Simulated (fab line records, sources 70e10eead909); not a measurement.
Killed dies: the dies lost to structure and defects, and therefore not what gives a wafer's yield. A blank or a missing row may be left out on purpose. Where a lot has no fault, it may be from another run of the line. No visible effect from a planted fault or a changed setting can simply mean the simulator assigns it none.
Chamber matching | flow nand harc | 4 sister chambers for NHARC_A_CONTACT_DESCUM_13 on rie diel-13
The step chemistry O2, time 3 s. 24 wafers are shown with their chamber, then 12 later ones without.

== WAFERS WITH THEIR CHAMBER ==
wafer  | chamber | drypump motor current A (A) | showerhead plenum p Torr (Torr) | oes product au (a.u.)
L077.2 | 2       | 6.0                         | 1.99                            | 1.012
L077.4 | 0       | 5.8                         | 1.91                            | 1.020
L077.5 | 1       | 6.1                         | 1.96                            | 1.016
L078.1 | 2       | 6.0                         | 1.99                            | 1.013
L078.4 | 1       | 6.1                         | 1.95                            | 1.002
L078.5 | 3       | 5.2                         | 1.96                            | 1.000
L079.1 | 2       | 6.0                         | 1.99                            | 1.008
L079.2 | 1       | 6.1                         | 1.95                            | 0.991
L079.3 | 0       | 5.8                         | 1.90                            | 1.018
L080.2 | 1       | 6.1                         | 1.95                            | 0.995
L080.5 | 1       | 6.1                         | 1.95                            | 0.996
L080.6 | 2       | 6.0                         | 1.99                            | 1.011
L081.1 | 1       | 6.1                         | 1.95                            | 0.999
L081.5 | 2       | 6.0                         | 1.98                            | 1.016
L081.6 | 1       | 6.1                         | 1.95                            | 0.999
L083.2 | 2       | 6.0                         | 1.99                            | 1.021
L083.3 | 3       | 5.2                         | 1.96                            | 0.997
L083.5 | 0       | 5.8                         | 1.90                            | 0.998
L086.1 | 0       | 5.8                         | 1.90                            | 1.010
L086.3 | 1       | 6.1                         | 1.95                            | 1.007
L086.4 | 3       | 5.2                         | 1.95                            | 0.987
L091.1 | 2       | 6.0                         | 1.98                            | 1.018
L091.2 | 1       | 6.0                         | 1.95                            | 1.011
L091.6 | 0       | 5.8                         | 1.90                            | 1.026

SIGNATURES, as means of the wafers listed above
reading                  | chamber 0 | chamber 1 | chamber 2 | chamber 3 | scatter within a chamber
drypump motor current A  | 5.800     | 6.089     | 6.000     | 5.200     | 0.0211
showerhead plenum p Torr | 1.9020    | 1.9511    | 1.9871    | 1.9567    | 0.00435
oes product au           | 1.01440   | 1.00178   | 1.01414   | 0.99467   | 0.00776
Rule: for each reading, subtract the chamber's mean from the wafer's reading, divide by that reading's scatter and square the result; add these up over the readings and take the root, which gives the wafer's distance from the chamber. If the next closest chamber is less than 2 further off than the closest, the wafer can't be placed; otherwise it belongs to the closest. The scatter: the root of (the sum of the squares of (reading less its chamber's mean) over the shown wafers, divided by (wafers less chambers)).

== WAFERS WITHOUT THEIR CHAMBER ==
wafer  | drypump motor current A (A) | showerhead plenum p Torr (Torr) | oes product au (a.u.)
L088.2 | 5.8                         | 1.90                            | 1.001
L088.4 | 6.1                         | 1.95                            | 0.996
L088.5 | 6.0                         | 1.98                            | 1.003
L089.2 | 5.8                         | 1.90                            | 1.007
L089.4 | 6.1                         | 1.95                            | 1.002
L089.6 | 5.8                         | 1.90                            | 1.008
L096.1 | 5.2                         | 1.95                            | 0.990
L096.3 | 6.0                         | 1.95                            | 0.986
L096.6 | 5.8                         | 1.90                            | 1.008
L097.3 | 5.2                         | 1.95                            | 0.997
L097.4 | 6.1                         | 1.94                            | 0.990
L097.6 | 5.8                         | 1.90                            | 0.997

== CHAMBER TAKEN BY EACH ==
wafer  | from the rows above | in truth
L088.2 | 0                   | 0
L088.4 | 1                   | 1
L088.5 | 2                   | 2
L089.2 | 0                   | 0
L089.4 | 1                   | 1
L089.6 | 0                   | 0
L096.1 | 3                   | 3
L096.3 | 1                   | 1
L096.6 | 0                   | 0
L097.3 | 3                   | 3
L097.4 | 1                   | 1
L097.6 | 0                   | 0
Correct placement for 12 of the 12. Can't be placed from these rows: 0. Number placed wrongly: 0.
